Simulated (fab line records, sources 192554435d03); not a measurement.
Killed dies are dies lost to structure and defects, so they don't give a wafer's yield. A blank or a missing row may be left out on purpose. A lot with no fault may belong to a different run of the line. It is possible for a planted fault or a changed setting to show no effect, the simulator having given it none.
fab line records / flow n5_finfet
record lots=4 wafers=12 last_day=16
route steps=1938 shown WELL_APT@21 PMOS_HMC_CHANNEL_EPI@57 BEOL_M4@1111 PASSIVATION@1936
lots that met no fault: taken from a fault-free run of the same line
start_h: the number of hours between the record's first day and the start of the first shown wafer of the lot / wait_h: hours from the lot's prior step to this one / " repeats the value in the row above / L1.1+2: a single row standing in for several wafers / - no value, or no start given / * or withheld: withheld / < > ~ a bound
route shown NAME@n: a module of which the file shows steps, and the number in the route of the first / usual: average and standard deviation across the fault-free wafers / same: alike in all rows / chamber/n: place in a boat / sites: the reading at each site / _std_site: how widely they spread, as a standard deviation / _edge_site: outer sites' mean less inner sites' / radius_mm: for every site, how far away it sits from the centre of the wafer / mask NAME#n: copy n / behind: tool/chamber where the wafer was last shaped / hold: the reason the lot was held/the length of the hold in hours/how it ended / device: which transistor (n, p or np) failed to switch / end of line: tests of these same wafers at the route's end / a step with no rows: only its recipe / killed: the dies lost at the first sort to structure and to defects; this is not the yield of the wafer / map: a wafer's dies, marking killed ones x, the rest . and places with no die _
set.NAME: the setting the step ran with; set.NAME@STEP: the setting that earlier step ran with / model.NAME: the simulator's own value behind a step, which no gauge read
certain route steps with their lots: each step a table, each wafer a row
services: when a tool's chamber went out of use (start_h, in hours from the record's first day, below 0 if earlier), for how many hours, and the reason
## steps
# step N5_WELL_APT_COAT_02
# recipe spin_rpm=1357 resist_thk_nm=950
# step N5_WELL_APT_EBR_04
# recipe solvent=PGMEA ebr_width_mm=1.5
# step N5_WELL_APT_SOFTBAKE_03
# recipe temp_c=130 time_s=60
# step N5_WELL_APT_EXPOSE_05
# recipe mask_id=NWELL na=0.8 source_shape=conventional sigma_outer=0.8 polarization=unpolarized defocus_nm=0 target_cd_nm=200 dose_mj=20.3
# step N5_WELL_APT_PEB_06
# recipe peb_temp_c=130 peb_time_s=90
# step N5_WELL_APT_DEVELOP_07
# recipe develop_time_s=45 rinse_liquid=surfactant_rinse dry=air_spin dev_temp_c=21
# step N5_WELL_APT_HARDBAKE_12
# recipe temp_c=130 time_s=120
# step N5_WELL_APT_DESCUM_13
# recipe chemistry=O2 time_s=7.9 source_power_w=50 bias_power_w=20 pressure_mtorr=20 rf_frequency_hz=2.712e+07 temp_c=40 o2_flow_sccm=225
# step N5_WELL_APT_IMPLANT_14
# recipe species=P energy_kev=160 dose_cm2=1.5e+13 tilt_deg=0 rotation_deg=0
# step N5_WELL_APT_IMPLANT_15
# recipe species=As energy_kev=25 dose_cm2=1.5e+13 tilt_deg=0 rotation_deg=0
# usual beam_energy_keV=25.001/0.0077
lot.wafer=L947.1 tool=implanter-01 chamber=0 start_h=68.15 wait_h=0.1 beam_energy_keV=24.993 model.implant.rp_nm=18.18 model.implant.drp_nm=8.457
lot.wafer=L947.3 tool=implanter-01 chamber=0 start_h=68.15 wait_h=0.1 beam_energy_keV=25.001 model.implant.rp_nm=18.18 model.implant.drp_nm=8.457
lot.wafer=L947.6 tool=implanter-01 chamber=0 start_h=68.15 wait_h=0.1 beam_energy_keV=25.010 model.implant.rp_nm=18.18 model.implant.drp_nm=8.457
lot.wafer=L953.2 tool=implanter-01 chamber=0 start_h=104.33 wait_h=0.1 beam_energy_keV=40.037 model.implant.rp_nm=26.41 model.implant.drp_nm=11.97
lot.wafer=L953.5 tool=implanter-01 chamber=0 start_h=104.33 wait_h=0.1 beam_energy_keV=40.040 model.implant.rp_nm=26.41 model.implant.drp_nm=11.97
lot.wafer=L953.6 tool=implanter-01 chamber=0 start_h=104.33 wait_h=0.1 beam_energy_keV=40.039 model.implant.rp_nm=26.41 model.implant.drp_nm=11.97
lot.wafer=L955.1 tool=implanter-01 chamber=0 start_h=116.20 wait_h=0.1 beam_energy_keV=40.036 model.implant.rp_nm=27.35 model.implant.drp_nm=11.97
lot.wafer=L955.4 tool=implanter-01 chamber=0 start_h=116.20 wait_h=0.1 beam_energy_keV=40.035 model.implant.rp_nm=27.35 model.implant.drp_nm=11.97
lot.wafer=L955.6 tool=implanter-01 chamber=0 start_h=116.20 wait_h=0.1 beam_energy_keV=40.038 model.implant.rp_nm=27.35 model.implant.drp_nm=11.97
lot.wafer=L957.1 tool=implanter-02 chamber=0 start_h=128.44 wait_h=0.1 beam_energy_keV=25.018 model.implant.rp_nm=19.34 model.implant.drp_nm=8.457
lot.wafer=L957.2 tool=implanter-02 chamber=0 start_h=128.44 wait_h=0.1 beam_energy_keV=25.006 model.implant.rp_nm=19.34 model.implant.drp_nm=8.457
lot.wafer=L957.6 tool=implanter-02 chamber=0 start_h=128.44 wait_h=0.1 beam_energy_keV=25.008 model.implant.rp_nm=19.34 model.implant.drp_nm=8.457
# step N5_WELL_APT_STRIP_16
# recipe chemistry=SPM time_s=900 temp_c=130 h2so4_h2o2_vol_ratio=4 dry=ipa_marangoni
# step N5_WELL_APT_HMDS_18
# recipe time_s=60 temp_c=120
# step N5_WELL_APT_COAT_19
# recipe spin_rpm=1357 resist_thk_nm=950
# step N5_WELL_APT_EBR_21
# recipe solvent=PGMEA ebr_width_mm=1.5
# step N5_WELL_APT_SOFTBAKE_20
# recipe temp_c=130 time_s=60
# step N5_WELL_APT_EXPOSE_22
# recipe mask_id=PWELL na=0.8 source_shape=conventional sigma_outer=0.8 polarization=unpolarized defocus_nm=0 target_cd_nm=200 dose_mj=23.2
# step N5_WELL_APT_PEB_23
# recipe peb_temp_c=130 peb_time_s=90
# step N5_WELL_APT_DEVELOP_24
# recipe develop_time_s=45 rinse_liquid=surfactant_rinse dry=air_spin dev_temp_c=21
# step N5_WELL_APT_HARDBAKE_29
# recipe temp_c=130 time_s=120
# step N5_WELL_APT_DESCUM_30
# recipe chemistry=O2 time_s=7.9 source_power_w=50 bias_power_w=20 pressure_mtorr=20 rf_frequency_hz=2.712e+07 temp_c=40 o2_flow_sccm=225
# step N5_WELL_APT_IMPLANT_31
# recipe species=B energy_kev=60 dose_cm2=1.5e+13 tilt_deg=0 rotation_deg=0
# step N5_WELL_APT_IMPLANT_32
# recipe species=BF2 energy_kev=50 dose_cm2=2e+13 tilt_deg=0 rotation_deg=0
# step N5_WELL_APT_STRIP_33
# recipe chemistry=SPM time_s=900 temp_c=130 h2so4_h2o2_vol_ratio=4 dry=ipa_marangoni
# step N5_WELL_APT_RTA_34
# recipe temp_c=1000 time_s=10 ambient=N2 idle_temp_c=600 ramp_up_c_per_s=150 ramp_down_c_per_s=60 cool_to_c=600
# step N5_WELL_APT_OXIDE_STRIP_42
# recipe chemistry=dHF dilution=25:1 time_s=45 temp_c=25 target=SiO2 target_depth_a=120
# step N5_WELL_APT_PRECLEAN_36
# recipe chemistry=O3/DIW time_s=45 temp_c=22 o3_ppm=10
# step N5_WELL_APT_PRECLEAN_39
# recipe chemistry=dHF time_s=60 dilution=150:1 temp_c=25
# step N5_WELL_APT_SRD_37
# recipe dry=ipa_marangoni do_ppb=5 time_s=30 temp_c=23 rinse_liquid=diw
# step N5_WELL_APT_EPI_41
# recipe material=Si target_thk_a=500 temp_c=650 precursor=SiH4/H2 pressure_torr=20 time_s=297.7
# step N5_PMOS_HMC_CHANNEL_EPI_HM_DEP_34
# recipe material=SiO2 target_thk_a=360 temp_c=400 precursor=TEOS/O2 pressure_torr=6.5 rf_w=900 teos_flow_sccm=161.4 gas=O2 flow_sccm=2650 time_s=6.9
# step N5_PMOS_HMC_CHANNEL_EPI_COAT_31
# recipe resist=BARC temp_c=205 time_s=60 spin_rpm=1500 resist_thk_nm=66
# step N5_PMOS_HMC_CHANNEL_EPI_COAT_03
# recipe resist=CAR-ArF-block spin_rpm=1500 resist_thk_nm=205
# step N5_PMOS_HMC_CHANNEL_EPI_EBR_05
# recipe solvent=PGMEA ebr_width_mm=1.5
# step N5_PMOS_HMC_CHANNEL_EPI_SOFTBAKE_04
# recipe temp_c=110 time_s=60 resist=CAR-ArF-block
# step N5_PMOS_HMC_CHANNEL_EPI_EXPOSE_06
# recipe mask_id=PMOS_HMC_BLK na=1.35 source_shape=conventional sigma_outer=0.8 polarization=unpolarized target_cd_nm=240 dose_mj=41
# step N5_BEOL_M4_RC_MEAS_101
# usual CJ_P=5.82/0.19 DIBL_N=35.9/1.9 DIBL_P=35.8/2.4 IOFF_N=0.15/0.031 IOFF_P=0.21/0.037 ION_N=672/13 ION_P=462/8.3 SS_N=71.5/0.72 SS_P=73.2/0.67 VT_N=250/3.4 VT_P=-250/3.4
lot.wafer=L947.1 tool=prober-02 chamber=0 start_h=220.45 wait_h=0.0 CJ_P=5.43 DIBL_N[mV/V]=37.5 DIBL_P[mV/V]=36.5 IOFF_N[nA/um]=0.15 IOFF_P[nA/um]=0.21 ION_N[uA/um]=667 ION_P[uA/um]=460 SS_N[mV/dec]=71.7 SS_P[mV/dec]=73.7 VT_N[mV]=253 VT_P[mV]=-251
lot.wafer=L947.3 tool=prober-02 chamber=0 start_h=220.45 wait_h=0.0 CJ_P=5.77 DIBL_N[mV/V]=34.5 DIBL_P[mV/V]=33.5 IOFF_N[nA/um]=0.11 IOFF_P[nA/um]=0.18 ION_N[uA/um]=659 ION_P[uA/um]=462 SS_N[mV/dec]=70.8 SS_P[mV/dec]=72.1 VT_N[mV]=256 VT_P[mV]=-251
lot.wafer=L947.6 tool=prober-02 chamber=0 start_h=220.45 wait_h=0.0 CJ_P=5.76 DIBL_N[mV/V]=36.7 DIBL_P[mV/V]=35.5 IOFF_N[nA/um]=0.14 IOFF_P[nA/um]=0.20 ION_N[uA/um]=666 ION_P[uA/um]=460 SS_N[mV/dec]=71.6 SS_P[mV/dec]=72.9 VT_N[mV]=251 VT_P[mV]=-251
lot.wafer=L953.2 tool=prober-01 chamber=0 start_h=256.32 wait_h=0.2 CJ_P=4.99 DIBL_N[mV/V]=36.8 DIBL_P[mV/V]=38.4 IOFF_N[nA/um]=0.19 IOFF_P[nA/um]=0.27 ION_N[uA/um]=689 ION_P[uA/um]=484 SS_N[mV/dec]=71.8 SS_P[mV/dec]=73.3 VT_N[mV]=247 VT_P[mV]=-243
lot.wafer=L953.5 tool=prober-01 chamber=0 start_h=256.32 wait_h=0.2 CJ_P=4.50 DIBL_N[mV/V]=37.3 DIBL_P[mV/V]=39.2 IOFF_N[nA/um]=0.20 IOFF_P[nA/um]=0.26 ION_N[uA/um]=692 ION_P[uA/um]=472 SS_N[mV/dec]=71.9 SS_P[mV/dec]=74.6 VT_N[mV]=244 VT_P[mV]=-246
lot.wafer=L953.6 tool=prober-01 chamber=0 start_h=256.32 wait_h=0.2 CJ_P=4.91 DIBL_N[mV/V]=37.6 DIBL_P[mV/V]=40.3 IOFF_N[nA/um]=0.21 IOFF_P[nA/um]=0.30 ION_N[uA/um]=685 ION_P[uA/um]=471 SS_N[mV/dec]=72.6 SS_P[mV/dec]=73.8 VT_N[mV]=245 VT_P[mV]=-243
lot.wafer=L955.1 tool=prober-02 chamber=0 start_h=260.98 wait_h=0.0 CJ_P=4.66 DIBL_N[mV/V]=39.3 DIBL_P[mV/V]=39.3 IOFF_N[nA/um]=0.20 IOFF_P[nA/um]=0.28 ION_N[uA/um]=675 ION_P[uA/um]=466 SS_N[mV/dec]=72.4 SS_P[mV/dec]=74.2 VT_N[mV]=245 VT_P[mV]=-247
lot.wafer=L955.4 tool=prober-02 chamber=0 start_h=260.98 wait_h=0.0 CJ_P=4.89 DIBL_N[mV/V]=38.9 DIBL_P[mV/V]=37.6 IOFF_N[nA/um]=0.19 IOFF_P[nA/um]=0.24 ION_N[uA/um]=681 ION_P[uA/um]=463 SS_N[mV/dec]=73.0 SS_P[mV/dec]=74.2 VT_N[mV]=247 VT_P[mV]=-249
lot.wafer=L955.6 tool=prober-02 chamber=0 start_h=260.98 wait_h=0.0 CJ_P=4.53 DIBL_N[mV/V]=37.5 DIBL_P[mV/V]=37.1 IOFF_N[nA/um]=0.16 IOFF_P[nA/um]=0.23 ION_N[uA/um]=676 ION_P[uA/um]=472 SS_N[mV/dec]=72.7 SS_P[mV/dec]=74.4 VT_N[mV]=249 VT_P[mV]=-247
lot.wafer=L957.1 tool=prober-01 chamber=0 start_h=275.74 wait_h=0.0 CJ_P=6.04 DIBL_N[mV/V]=36.2 DIBL_P[mV/V]=33.9 IOFF_N[nA/um]=0.15 IOFF_P[nA/um]=0.19 ION_N[uA/um]=668 ION_P[uA/um]=463 SS_N[mV/dec]=72.5 SS_P[mV/dec]=73.2 VT_N[mV]=248 VT_P[mV]=-250
lot.wafer=L957.2 tool=prober-01 chamber=0 start_h=275.74 wait_h=0.0 CJ_P=5.82 DIBL_N[mV/V]=30.3 DIBL_P[mV/V]=27.5 IOFF_N[nA/um]=0.08 IOFF_P[nA/um]=0.12 ION_N[uA/um]=652 ION_P[uA/um]=460 SS_N[mV/dec]=69.9 SS_P[mV/dec]=71.4 VT_N[mV]=257 VT_P[mV]=-255
lot.wafer=L957.6 tool=prober-01 chamber=0 start_h=275.74 wait_h=0.0 CJ_P=6.20 DIBL_N[mV/V]=30.9 DIBL_P[mV/V]=27.9 IOFF_N[nA/um]=0.09 IOFF_P[nA/um]=0.13 ION_N[uA/um]=662 ION_P[uA/um]=458 SS_N[mV/dec]=70.6 SS_P[mV/dec]=72.0 VT_N[mV]=253 VT_P[mV]=-256
# step N5_PASSIVATION_PROBE_49
# usual defect_limited_yield=91.6/1.2 killed_at_M0_to_M3=33/9.4 killed_at_M4_up=13/5.2 killed_at_contacts=13/5.6 killed_at_front_end=37/9.5 killed_at_other=4/3.1 killed_dies=99/15 killed_open=65/11 killed_short=32/7.5 sort_bin_5_function=4.9/0.77 sort_bin_6_memory=3.1/0.65 sort_bin_8_speed=0.01/0.056 sort_n_pass=1081/15 sort_yield_pct=91.6/1.2
# same gross_dies=1180 killed_at_back_side=0 sort_bin_4_leakage[%]=0
lot.wafer=L947.1 tool=prober-02 chamber=- start_h=325.91 wait_h=0.0 defect_limited_yield[%]=90.8 killed_at_M0_to_M3=35 killed_at_M4_up=7 killed_at_contacts=15 killed_at_front_end=46 killed_at_other=5 killed_dies=108 killed_open=67 killed_short=40 sort_bin_5_function[%]=4.8 sort_bin_6_memory[%]=3.9 sort_bin_8_speed[%]=0 sort_n_pass=1072 sort_yield_pct[%]=90.8
lot.wafer=L947.3 tool=prober-02 chamber=- start_h=326.01 wait_h=0.1 defect_limited_yield[%]=90.2 killed_at_M0_to_M3=43 killed_at_M4_up=19 killed_at_contacts=12 killed_at_front_end=38 killed_at_other=4 killed_dies=116 killed_open=81 killed_short=31 sort_bin_5_function[%]=5.3 sort_bin_6_memory[%]=3.9 sort_bin_8_speed[%]=0 sort_n_pass=1064 sort_yield_pct[%]=90.2
lot.wafer=L947.6 tool=prober-02 chamber=- start_h=326.16 wait_h=0.3 defect_limited_yield[%]=93.0 killed_at_M0_to_M3=21 killed_at_M4_up=22 killed_at_contacts=9 killed_at_front_end=29 killed_at_other=2 killed_dies=83 killed_open=53 killed_short=25 sort_bin_5_function[%]=3.7 sort_bin_6_memory[%]=2.5 sort_bin_8_speed[%]=0 sort_n_pass=1097 sort_yield_pct[%]=93.0
lot.wafer=L953.5 tool=prober-01 chamber=- start_h=360.30 wait_h=0.2 defect_limited_yield[%]=89.6 killed_at_M0_to_M3=34 killed_at_M4_up=12 killed_at_contacts=14 killed_at_front_end=54 killed_at_other=9 killed_dies=123 killed_open=67 killed_short=56 sort_bin_5_function[%]=6.5 sort_bin_6_memory[%]=3.6 sort_bin_8_speed[%]=0 sort_n_pass=1057 sort_yield_pct[%]=89.6
lot.wafer=L955.6 tool=prober-01 chamber=- start_h=367.57 wait_h=0.3 defect_limited_yield[%]=91.4 killed_at_M0_to_M3=32 killed_at_M4_up=19 killed_at_contacts=3 killed_at_front_end=45 killed_at_other=3 killed_dies=102 killed_open=68 killed_short=33 sort_bin_5_function[%]=5.1 sort_bin_6_memory[%]=3.2 sort_bin_8_speed[%]=0 sort_n_pass=1078 sort_yield_pct[%]=91.4
# killed by level:class
L947.1 MOL_CONTACT_COAG:geometric_particle:open=12 FIN_SAQP:geometric_particle:open=10 BEOL_M1:geometric_particle:open=10 BEOL_M3:geometric_particle:open=9 ILD0:geometric_particle:short=8 ILD0:geometric_particle:open=6 STARTING-WAFER:geometric_particle:open=6 BEOL_M0_SAQP:geometric_particle:open=5
L947.3 BEOL_M4:geometric_particle:open=10 BEOL_M3:geometric_particle:open=10 BEOL_M0_SAQP:geometric_particle:open=9 BEOL_M1:geometric_particle:open=8 MOL_CONTACT_COAG:geometric_particle:open=7 BEOL_M2:geometric_particle:open=6 STI_FIN_REVEAL:geometric_particle:open=5 MOL_CONTACT_COAG:geometric_particle:short=5
L947.6 BEOL_M1:geometric_particle:open=12 BEOL_M4:geometric_particle:open=8 MOL_CONTACT_COAG:geometric_particle:open=7 STI_FIN_REVEAL:geometric_particle:open=6 FIN_SAQP:geometric_particle:short=5 BEOL_M5:geometric_particle:open=5 ILD0:geometric_particle:short=4 BEOL_M0_SAQP:geometric_particle:short=4
L953.5 FIN_SAQP:geometric_particle:short=24 MOL_CONTACT_COAG:geometric_particle:open=10 STI_FIN_REVEAL:geometric_particle:open=8 BEOL_M4:geometric_particle:open=7 FIN_SAQP:geometric_particle:open=6 BEOL_M0_SAQP:geometric_particle:open=5 BEOL_M0_SAQP:geometric_particle:short=5 BEOL_M2:geometric_particle:open=5
L955.6 BEOL_M4:geometric_particle:open=11 FIN_SAQP:geometric_particle:open=7 STI_FIN_REVEAL:geometric_particle:open=7 BEOL_M0_SAQP:geometric_particle:short=7 BEOL_M0_SAQP:geometric_particle:open=6 BEOL_M3:geometric_particle:open=6 FIN_SAQP:geometric_particle:short=5 GATE_CUT:geometric_particle:short=5
## services
tool=implanter-02 chamber=- start_h=49.20 hours=4.1 kind=repair
## key
first_sign step=N5_WELL_APT_IMPLANT_15 reading=beam_energy_keV direction=up sigmas=99+ usual=25.001 struck=40.038
effect step=N5_BEOL_M4_RC_MEAS_101 reading=CJ_P direction=down sigmas=5.6 usual=5.82 struck=4.75
model_effect step=N5_WELL_APT_IMPLANT_15 value=implant.rp_nm without=18.71 struck=26.88
met_at N5_WELL_APT_IMPLANT_15
struck_wafers L953.2,L953.5,L953.6,L955.1,L955.4,L955.6
onset_between 68.15 104.33
fault kind=process_parameter_drift tool=implanter-01 chamber=- onset_h=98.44 steps=N5_WELL_APT_IMPLANT_15 channel=energy_kev offset=15.04 shape=step end_h=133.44 acts_in=these_recipes_only stated=25
